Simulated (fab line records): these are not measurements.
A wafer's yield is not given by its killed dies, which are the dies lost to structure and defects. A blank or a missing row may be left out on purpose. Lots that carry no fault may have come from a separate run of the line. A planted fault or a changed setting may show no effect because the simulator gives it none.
What tool caused it? ; flow n5Finfet ; 24 lots with 72 wafers sampled at 2 steps, on a route of 1938 steps

WHAT THE GAUGES READ, wafer by wafer
N5_BEOL_M5_THK_MEAS_53: measures by xrf. Usual: M5_THK 62.0 nm, standard deviation 1.7.
lot;measured;on;M5_THK (nm);flag
L074;day 9 14:29;filmMetro-01;62.7 62.1 64.7;
L076;day 10 01:10;filmMetro-01;62.2 60.6 62.6;
L075;day 10 02:15;filmMetro-01;65.6 64.3 65.5;
L079;day 10 19:48;filmMetro-01;63.3 62.5 62.1;
L077;day 10 20:36;filmMetro-02;57.6 57.6 60.2;
L078;day 11 02:02;filmMetro-02;60.4 60.2 61.6;
L081;day 11 02:40;filmMetro-02;60.1 60.2 61.1;
L080;day 11 08:08;filmMetro-02;64.4 61.4 61.2;
L083;day 11 20:58;filmMetro-01;62.3 61.5 60.6;
L082;day 12 06:24;filmMetro-02;61.0 61.3 61.1;
L084;day 12 11:14;filmMetro-01;61.7 63.5 61.4;
L085;day 12 19:10;filmMetro-02;59.6 59.7 59.2;
L086;day 12 21:27;filmMetro-02;62.4 62.2 61.0;
L087;day 13 03:31;filmMetro-01;62.0 61.6 60.6;
L089;day 13 03:37;filmMetro-01;63.8 65.3 64.5;
L088;day 13 20:32;filmMetro-01;63.7 65.7 65.1;
L090;day 13 23:31;filmMetro-01;64.5 64.0 63.3;
L091;day 13 23:53;filmMetro-02;62.3 62.0 63.0;
L092;day 14 06:42;filmMetro-01;62.0 63.2 62.0;
L093;day 14 09:08;filmMetro-02;61.5 62.9 61.6;
L094;day 14 19:15;filmMetro-01;61.3 61.6 62.4;
L095;day 15 16:34;filmMetro-01;62.2 63.5 63.0;
L096;day 15 21:40;filmMetro-01;62.9 60.8 60.7;
L097;day 16 02:44;filmMetro-01;61.3 59.9 59.6;

N5_BEOL_M5_INSPECT_58: inspects for defects (darkfield). Usual: 69 for rawDefectCount, sd 22.
lot;measured;on;rawDefectCount;flag
L074;day 9 14:46;defectInspect-02;37 61 49;
L076;day 10 01:29;defectInspect-01;69 33 69;
L075;day 10 02:32;defectInspect-02;62 81 64;
L079;day 10 20:05;defectInspect-01;58 95 84;
L077;day 10 20:53;defectInspect-01;51 38 46;
L078;day 11 02:19;defectInspect-01;70 61 24;
L081;day 11 03:11;defectInspect-01;72 117 97;
L080;day 11 08:26;defectInspect-02;64 76 96;
L083;day 11 21:16;defectInspect-02;69 46 70;
L082;day 12 07:14;defectInspect-01;42 64 42;
L084;day 12 13:38;defectInspect-02;66 45 40;
L085;day 12 22:08;defectInspect-02;81 86 80;
L086;day 12 22:17;defectInspect-01;130 48 92;
L087;day 13 04:04;defectInspect-02;48 56 54;
L089;day 13 04:32;defectInspect-02;92 99 141;
L088;day 13 20:49;defectInspect-02;76 40 92;
L090;day 13 23:51;defectInspect-02;58 103 93;
L091;day 14 00:18;defectInspect-02;53 51 49;
L092;day 14 06:59;defectInspect-01;38 67 44;
L093;day 14 09:26;defectInspect-02;84 51 93;
L094;day 14 19:32;defectInspect-01;74 85 59;
L095;day 15 16:55;defectInspect-02;103 36 93;
L096;day 15 21:56;defectInspect-01;60 57 69;
L097;day 16 03:01;defectInspect-02;78 67 85;

WHICH TOOL RAN EACH LOT (tool, then ch and the chambers of the sampled wafers, then the start)
The record shows no process step preceding these readings.

WHAT THE TOOLS THEMSELVES READ (means of the sampled wafers that have a number; where no wafer has one, the mark that the record gives instead)
The record holds no such reading with a usual standard deviation.

THE ANSWER, worked out from the rows above alone
Rule: lot off if the mean of its wafers having a number is beyond 3 standard deviations from the usual mean. Also off: a lot with no number at a reading for which 4 or more lots have one. Any other lot the step has rows for is counted as sound. After the gauges, taken in route order, come the tools' own readings; for these a lot's mean is taken, as printed above. The first step at which some lot is off is used, and at that step the reading that is off furthest; a lot without a number counts as furthest.
Across all readings shown, no lot is off: no conclusion can be drawn from this.

WHAT THE SIMULATOR HAD INSERTED
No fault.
